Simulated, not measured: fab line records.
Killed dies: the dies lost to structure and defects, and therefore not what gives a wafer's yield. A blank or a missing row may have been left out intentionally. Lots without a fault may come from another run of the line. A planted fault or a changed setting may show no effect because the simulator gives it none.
Split-lot trial -- flow n5_finfet -- 39 wafers read from 7 lots, route of 1938 steps

## ON THE SPLIT
At N5_ZERO_LAYER_ETCH_18 (etches Si in HBr/Cl2, target depth 120 nm, time 40 s), the setting target_depth_a was moved away from the recipe's 1200 angstrom on 15 of the 39 wafers read, by -49.2% to +46.9%. This setting was run at the recipe's value on the other wafers.

Reading taken at the split's own step.

## THE READING
coat_of_ZERO_LAYER_COAT_05.thk_nm (the simulator's own value, which no gauge read), in nm, at N5_ZERO_LAYER_ETCH_18 (etches Si in HBr/Cl2, target depth 120 nm, time 40 s). The file gives no usual value for it. Across the 24 wafers here that went through the recipe, the average is 932.0 nm and the standard deviation 2.6 nm.

wafer,"tool, chamber at the split","target_depth_a as run, angstrom",against the recipe,"coat_of_ZERO_LAYER_COAT_05.thk_nm, nm",against lot-mates on the recipe
L074.2,"rie_si-05, 2",1200,recipe,932.2,-
L074.4,"rie_si-05, 1",1200,recipe,929.8,-
L074.6,"rie_si-05, 0",1200,recipe,926.7,-
L076.1,"rie_si-04, 0",1758,+46.5%,913.1,-21.0
L076.2,"rie_si-04, 2",1758,+46.5%,917,-17.1
L076.3,"rie_si-04, 1",1200,recipe,934,-
L076.4,"rie_si-04, 3",1758,+46.5%,914.5,-19.6
L076.5,"rie_si-04, 2",1200,recipe,932.9,-
L076.6,"rie_si-04, 1",1200,recipe,935.5,-
L079.1,"rie_si-05, 1",610.1,-49.2%,949.7,+18.1
L079.2,"rie_si-05, 2",1200,recipe,932.1,-
L079.3,"rie_si-05, 0",610.1,-49.2%,952.1,+20.5
L079.4,"rie_si-05, 2",1200,recipe,932.1,-
L079.5,"rie_si-05, 1",610.1,-49.2%,952.6,+21.0
L079.6,"rie_si-05, 0",1200,recipe,930.6,-
L083.1,"rie_si-04, 2",1200,recipe,928.8,-
L083.2,"rie_si-04, 3",1200,recipe,933.7,-
L083.3,"rie_si-04, 1",1200,recipe,931.1,-
L083.4,"rie_si-04, 0",1200,recipe,931.9,-
L083.5,"rie_si-04, 3",1200,recipe,932.1,-
L083.6,"rie_si-04, 2",1200,recipe,932,-
L088.1,"rie_si-05, 1",1381,+15.1%,918.4,-10.5
L088.2,"rie_si-05, 2",1200,recipe,930.4,-
L088.3,"rie_si-05, 3",1200,recipe,927.2,-
L088.4,"rie_si-05, 0",1381,+15.1%,924.4,-4.5
L088.5,"rie_si-05, 3",1200,recipe,929.2,-
L088.6,"rie_si-05, 2",1381,+15.1%,923,-5.9
L092.1,"rie_si-05, 3",1200,recipe,933.7,-
L092.2,"rie_si-05, 0",1200,recipe,935.1,-
L092.3,"rie_si-05, 2",1763,+46.9%,917.2,-18.8
L092.4,"rie_si-05, 1",1200,recipe,939.1,-
L092.5,"rie_si-05, 2",1763,+46.9%,918.9,-17.1
L092.6,"rie_si-05, 3",1763,+46.9%,913.3,-22.7
L093.1,"rie_si-04, 1",1200,recipe,933.7,-
L093.2,"rie_si-04, 0",1544,+28.7%,921.2,-11.5
L093.3,"rie_si-04, 2",1200,recipe,932.5,-
L093.4,"rie_si-04, 3",1200,recipe,931.8,-
L093.5,"rie_si-04, 0",1544,+28.7%,921.3,-11.4
L093.6,"rie_si-04, 1",1544,+28.7%,919.5,-13.2

FIT RESULTS
A straight line over all 39 wafers: coat_of_ZERO_LAYER_COAT_05.thk_nm changes by -0.377 nm for each +1% of target_depth_a; r = -0.96; the points scatter about the line by 2.8 nm.
The same after taking each lot's own level away (the mean of its wafers on the recipe; 39 wafers): -0.412 nm for each +1%; r = -0.99; scatter 1.7 nm.
According to that fit, moving target_depth_a by its largest amount changes the reading by 20 nm.
Across the lots, their own levels run from 928.93 to 935.97 nm, a range of 2.7 times the standard deviation given above.
The two slopes are in agreement: the lot-to-lot level therefore moves the slope only a little.
Check: for one of the wafers moved furthest among these (-49.2%), held out of the fit, the line's prediction against its lot-mates is +20.5 nm. Against them it came out at +18.1 nm.

## THE WHOLE CHAIN: every reading that the file lists as answering this split, in the file's order
step,what it does,reading,change (the file's fit),r (the file's)
N5_ZERO_LAYER_ETCH_18,"etches Si in HBr/Cl2, target depth 120 nm, time 40 s","ZERO_LAYER.feature_depth_nm (the simulator's own value, which no gauge read)",+1.16 nm for each +1% of the setting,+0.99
N5_ZERO_LAYER_ETCH_18,"etches Si in HBr/Cl2, target depth 120 nm, time 40 s","etch.depth_nm (the simulator's own value, which no gauge read)",+1.16 nm for each +1% of the setting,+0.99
N5_ZERO_LAYER_ETCH_18,"etches Si in HBr/Cl2, target depth 120 nm, time 40 s","coat_of_ZERO_LAYER_COAT_05.thk_nm (the simulator's own value, which no gauge read)",-0.414 nm for each +1% of the setting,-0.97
N5_ZERO_LAYER_STRIP_24,strips in O2,strip_time_to_endpoint_s,withheld for each +1% of the setting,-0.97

## THE FILE'S OWN FIT
coat_of_ZERO_LAYER_COAT_05.thk_nm changes by -0.414 nm for each +1% of target_depth_a, r = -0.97.
